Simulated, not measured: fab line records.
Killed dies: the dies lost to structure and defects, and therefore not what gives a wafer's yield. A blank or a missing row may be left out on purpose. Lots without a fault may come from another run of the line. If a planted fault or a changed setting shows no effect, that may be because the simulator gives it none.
Split-lot trial :: flow n5 finfet :: 21 wafers read from 7 lots, route of 1938 steps

## ON THE SPLIT
At N5_BEOL_M14_SPUTTER_43 (material TaN, target thk 15 nm, time 24.19 s), the setting power w was moved away from the recipe's 15000 W on 3 of the 21 wafers read, by -13.7% to +9.8%. The other wafers ran this setting at the recipe's value.

The reading is taken at the split's own step.

## THE READING
TaN_of_BEOL_M14_SPUTTER_43.thk nm (the simulator's own value, which no gauge read), in nm, at N5_BEOL_M14_SPUTTER_43 (material TaN, target thk 15 nm, time 24.19 s). The file does not state a usual value for it. Here, 18 wafers ran the recipe; their average is 15.0 nm with a standard deviation of 0.13 nm.

wafer: L079.1
tool, chamber at the split: pvd sputter-02, -
power w as run, W: 15000
against the recipe: recipe
TaN_of_BEOL_M14_SPUTTER_43.thk nm, nm: 15
against lot-mates on the recipe: -

wafer: L079.4
tool, chamber at the split: pvd sputter-02, -
power w as run, W: 15000
against the recipe: recipe
TaN_of_BEOL_M14_SPUTTER_43.thk nm, nm: 15
against lot-mates on the recipe: -

wafer: L079.5
tool, chamber at the split: pvd sputter-02, -
power w as run, W: 15000
against the recipe: recipe
TaN_of_BEOL_M14_SPUTTER_43.thk nm, nm: 15
against lot-mates on the recipe: -

wafer: L081.2
tool, chamber at the split: pvd sputter-02, -
power w as run, W: 15000
against the recipe: recipe
TaN_of_BEOL_M14_SPUTTER_43.thk nm, nm: 15
against lot-mates on the recipe: -

wafer: L081.3
tool, chamber at the split: pvd sputter-02, -
power w as run, W: 15000
against the recipe: recipe
TaN_of_BEOL_M14_SPUTTER_43.thk nm, nm: 14.8
against lot-mates on the recipe: -

wafer: L081.6
tool, chamber at the split: pvd sputter-02, -
power w as run, W: 13660
against the recipe: -8.9%
TaN_of_BEOL_M14_SPUTTER_43.thk nm, nm: 13.4
against lot-mates on the recipe: -1.5

wafer: L083.1
tool, chamber at the split: pvd sputter-01, -
power w as run, W: 15000
against the recipe: recipe
TaN_of_BEOL_M14_SPUTTER_43.thk nm, nm: 15
against lot-mates on the recipe: -

wafer: L083.3
tool, chamber at the split: pvd sputter-01, -
power w as run, W: 15000
against the recipe: recipe
TaN_of_BEOL_M14_SPUTTER_43.thk nm, nm: 15.2
against lot-mates on the recipe: -

wafer: L083.5
tool, chamber at the split: pvd sputter-01, -
power w as run, W: 15000
against the recipe: recipe
TaN_of_BEOL_M14_SPUTTER_43.thk nm, nm: 15.2
against lot-mates on the recipe: -

wafer: L090.1
tool, chamber at the split: pvd sputter-03, -
power w as run, W: 15000
against the recipe: recipe
TaN_of_BEOL_M14_SPUTTER_43.thk nm, nm: 14.8
against lot-mates on the recipe: -

wafer: L090.5
tool, chamber at the split: pvd sputter-03, -
power w as run, W: 15000
against the recipe: recipe
TaN_of_BEOL_M14_SPUTTER_43.thk nm, nm: 15.2
against lot-mates on the recipe: -

wafer: L090.6
tool, chamber at the split: pvd sputter-03, -
power w as run, W: 16470
against the recipe: +9.8%
TaN_of_BEOL_M14_SPUTTER_43.thk nm, nm: 16.4
against lot-mates on the recipe: +1.4

wafer: L091.1
tool, chamber at the split: pvd sputter-01, -
power w as run, W: 15000
against the recipe: recipe
TaN_of_BEOL_M14_SPUTTER_43.thk nm, nm: 15.2
against lot-mates on the recipe: -

wafer: L091.2
tool, chamber at the split: pvd sputter-01, -
power w as run, W: 12940
against the recipe: -13.7%
TaN_of_BEOL_M14_SPUTTER_43.thk nm, nm: 13
against lot-mates on the recipe: -2.0

wafer: L091.5
tool, chamber at the split: pvd sputter-01, -
power w as run, W: 15000
against the recipe: recipe
TaN_of_BEOL_M14_SPUTTER_43.thk nm, nm: 14.8
against lot-mates on the recipe: -

wafer: L086.3
tool, chamber at the split: pvd sputter-01, -
power w as run, W: 15000
against the recipe: recipe
TaN_of_BEOL_M14_SPUTTER_43.thk nm, nm: 15.2
against lot-mates on the recipe: -

wafer: L086.5
tool, chamber at the split: pvd sputter-01, -
power w as run, W: 15000
against the recipe: recipe
TaN_of_BEOL_M14_SPUTTER_43.thk nm, nm: 15
against lot-mates on the recipe: -

wafer: L086.6
tool, chamber at the split: pvd sputter-01, -
power w as run, W: 15000
against the recipe: recipe
TaN_of_BEOL_M14_SPUTTER_43.thk nm, nm: 15
against lot-mates on the recipe: -

wafer: L092.4
tool, chamber at the split: pvd sputter-03, -
power w as run, W: 15000
against the recipe: recipe
TaN_of_BEOL_M14_SPUTTER_43.thk nm, nm: 15
against lot-mates on the recipe: -

wafer: L092.5
tool, chamber at the split: pvd sputter-03, -
power w as run, W: 15000
against the recipe: recipe
TaN_of_BEOL_M14_SPUTTER_43.thk nm, nm: 15
against lot-mates on the recipe: -

wafer: L092.6
tool, chamber at the split: pvd sputter-03, -
power w as run, W: 15000
against the recipe: recipe
TaN_of_BEOL_M14_SPUTTER_43.thk nm, nm: 15
against lot-mates on the recipe: -

THE FIT
A straight line over all 21 wafers: TaN_of_BEOL_M14_SPUTTER_43.thk nm changes by +0.153 nm for each +1% of power w; r = +0.98; the points scatter about the line by 0.14 nm.
The same after taking each lot's own level away (the mean of its wafers on the recipe; 21 wafers): +0.149 nm for each +1%; r = +0.98; scatter 0.12 nm.
According to that fit, moving power w by its largest amount changes the reading by 2.1 nm.
Measured against the standard deviation above, the lots' own levels, which go from 14.90 to 15.13 nm, span 1.8 times it.
Hence the lot-to-lot level has little effect on the slope; both slopes agree.
Check: with one of the wafers moved furthest among these (-13.7%) left out of the fit, the line predicts -2.13 nm for it against its lot-mates. Against them it came out at -2 nm.

## OTHER SPLITS ON THESE WAFERS
Before the reading, these wafers also passed through other splits. Each is held against what the fit with the lots' levels taken away leaves over:
other split on the same wafers: N5_BEOL_M14_DEVELOP_27 develop time s
wafers away from the commonest value: 7
r with TaN_of_BEOL_M14_SPUTTER_43.thk nm (lot level and that fit taken away): +0.18

## THE FILE'S OWN FIT
TaN_of_BEOL_M14_SPUTTER_43.thk nm changes by +0.15 nm for each +1% of power w, r = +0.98.
